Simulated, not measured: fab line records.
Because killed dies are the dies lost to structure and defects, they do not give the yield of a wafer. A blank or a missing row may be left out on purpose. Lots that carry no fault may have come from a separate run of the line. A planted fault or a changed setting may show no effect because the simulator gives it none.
Chamber matching    flow n5-finfet    3 sister chambers for N5_BEOL_M4_PRE_CLEAN_60 on cvd-co-02
The step time 15 s. 14 wafers are shown with their chamber, then 7 later ones without.

EACH WAFER AND ITS CHAMBER
wafer   chamber  heater-power-w (W)
L902.3  1        136
L902.4  2        92
L902.5  0        65
L908.1  2        90
L908.2  1        137
L908.4  1        135
L909.1  1        133
L909.3  2        92
L909.6  1        133
L911.1  1        136
L911.3  2        91
L911.4  2        91
L920.1  0        65
L920.3  2        92

SIGNATURES (means of the wafers above)
reading         chamber 0  chamber 1  chamber 2  scatter within a chamber
heater-power-w  65.00      135.00     91.33      1.26
Rule: a wafer lies at a distance from a chamber equal to the root of the sum of squares, over the readings, of (its reading less the chamber's mean, divided by the reading's scatter). The wafer belongs to the nearest chamber; if the next one is less than 2 further off, it can't be placed. The scatter: the root of (the sum of the squares of (reading less its chamber's mean) over the shown wafers, divided by (wafers less chambers)).

WAFERS WITH NO CHAMBER GIVEN
wafer   heater-power-w (W)
L920.4  137
L922.1  90
L922.2  136
L922.6  136
L923.2  137
L923.3  93
L923.5  136

CHAMBER TAKEN BY EACH
wafer   from the rows above  in truth
L920.4  1                    1
L922.1  2                    2
L922.2  1                    1
L922.6  1                    1
L923.2  1                    1
L923.3  2                    2
L923.5  1                    1
Placed correctly: 7 of 7. Number that these rows cannot place: 0. Wrongly placed: 0.
